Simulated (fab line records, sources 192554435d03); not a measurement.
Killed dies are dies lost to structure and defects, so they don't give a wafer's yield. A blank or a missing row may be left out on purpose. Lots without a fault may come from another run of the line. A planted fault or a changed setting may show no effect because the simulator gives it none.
Chamber matching | flow n5_finfet | N5_HKMG_FIN_ETCH_58 on rie_diel-02: 4 sister chambers
The step etches SOC in N2/H2, target depth 215.8 nm, time 741 s. 7 wafers are shown with their chamber, then 7 later ones without.

WAFERS WITH THEIR CHAMBER
wafer  | chamber | drypump_motor_current_A (A) | showerhead_plenum_p_Torr (Torr)
L078.5 | 3       | 6.5                         | 2.44
L085.5 | 1       | 5.4                         | 2.39
L088.1 | 0       | 5.6                         | 2.43
L088.3 | 2       | 5.5                         | 2.72
L088.5 | 2       | 5.4                         | 2.72
L095.2 | 1       | 5.4                         | 2.38
L095.3 | 0       | 5.6                         | 2.42

WAFERS WITHOUT THEIR CHAMBER
wafer  | drypump_motor_current_A (A) | showerhead_plenum_p_Torr (Torr)
L095.4 | 5.4                         | 2.72
L096.1 | 6.6                         | 2.43
L096.2 | 5.6                         | 2.42
L096.3 | 5.4                         | 2.72
L096.4 | 5.4                         | 2.38
L096.5 | 6.5                         | 2.43
L096.6 | 5.4                         | 2.72

WHICH CHAMBER EACH WENT THROUGH
wafer  | from the rows above | in truth
L095.4 | 2                   | 2
L096.1 | 3                   | 3
L096.2 | 0                   | 0
L096.3 | 2                   | 2
L096.4 | 1                   | 1
L096.5 | 3                   | 3
L096.6 | 2                   | 2
Placed correctly: 7 of 7. Can't be placed from these rows: 0. Placed wrongly: 0.
How it was worked out, from the rows above alone: a wafer's distance from a chamber is the root of the sum, over the readings, of the square of ((its reading less the chamber's mean) divided by the reading's scatter). The wafer belongs to the nearest chamber; if the next one is less than 2 further off, it can't be placed. A chamber's mean is the mean of its shown wafers. The scatter: the root of (the sum of the squares of (reading less its chamber's mean) over the shown wafers, divided by (wafers less chambers)).
